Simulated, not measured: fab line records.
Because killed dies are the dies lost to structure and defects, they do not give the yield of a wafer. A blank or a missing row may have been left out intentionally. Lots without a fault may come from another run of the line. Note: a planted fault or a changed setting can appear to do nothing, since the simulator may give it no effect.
Code-filled problem report in 8D (eight disciplines) form | flow n5_finfet | the parts of the form that need people (team, actions taken, sign-off) are left out

== 1. WHAT IS WRONG ==
Wafers without a fault read 26000 W, standard deviation 4.4; cathode_dc_power_W at N5_BEOL_M11_SPUTTER_48 reads a mean of 20576 W on 6 wafers belonging to 2 lots. That is -99 or more standard deviations from the usual mean.
The step: material Cu, target thk 12 nm, time 2 s.
The first sign was on wafer L521.1 at day 14 17:29, on pvd_sputter-02. At this step, 33 wafers from 11 lots have a number in the record. The rule behind "out" and "out of limits": a value lying over 4 standard deviations away from the usual mean. All remaining wafers that have a number are taken as sound.

== 2. WHAT IT IS AND WHAT IT IS NOT ==
question                    | is                     | is not
which readings at this step | cathode_dc_power_W     | substrate_temp_c, throttle_valve_pct
which lots                  | L521, L524             | L507, L510, L512, L513, L514, L516, L525, L526, L530
which wafers of those lots  | all that have a number | -
read on which tools         | pvd_sputter-02         | pvd_sputter-01, pvd_sputter-03
when                        | from day 14 17:29      | up to then (18 sound wafers); but 9 sound wafers of L525, L526, L530 came after

== 3. WHAT RULES OUT EACH SUSPECT ==
Counting: a tool stays on the suspect list if, at a process step up to the reading, it processed all lots that are out and no sound lot following the first of them.
- pvd_sputter-03 at N5_BEOL_M11_PRE_CLEAN_45 (time 30 s): ruled out as a lasting fault. Sound lots L525 ran on it after its first lot that is out, L521 (day 14 15:16).
- pvd_sputter-02 at N5_BEOL_M11_SPUTTER_48 (material Cu, target thk 12 nm, time 2 s): kept. It processed each lot that is out, first L521 at day 14 17:29, and no sound lot thereafter; up to then, the last sound lot it processed was L516 at day 13 12:52. On those wafers its own readings are out: cathode_dc_power_W.
Left after counting: pvd_sputter-02 at N5_BEOL_M11_SPUTTER_48.

== 4. THE CAUSE (what the simulator had put in) ==
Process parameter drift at N5_BEOL_M11_SPUTTER_48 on pvd_sputter-02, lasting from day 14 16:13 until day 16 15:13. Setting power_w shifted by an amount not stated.
This tool alone remained once counting was done.

== 5. SEQUENCE OF EFFECTS, ordered by route ==
Each row: a reading where the mean over the struck wafers with a number is more than 3 standard deviations away from the usual. Scope: only readings with a usual standard deviation given in the record; hours: median across lots of the time from each lot's start at the first step in this table that gives one to its start at this step; sigmas: change in usual standard deviations.
hours | step                   | reading            | usual   | on struck wafers | change | sigmas
0     | N5_BEOL_M11_SPUTTER_48 | cathode_dc_power_W | 26000 W | 20576            | -5424  | -99 or more
Process steps it contains:
- N5_BEOL_M11_SPUTTER_48: material Cu, target thk 12 nm, time 2 s.
At these later measuring or inspecting steps, every struck wafer for which the step has a row has a number for every such reading, and none has moved that far: N5_BEOL_M11_INSPECT_58.

== 6. WHAT WOULD HAVE CAUGHT IT SOONER ==
In this record the first reading out of limits was taken at day 14 17:29, 1 hour after the fault began at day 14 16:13.
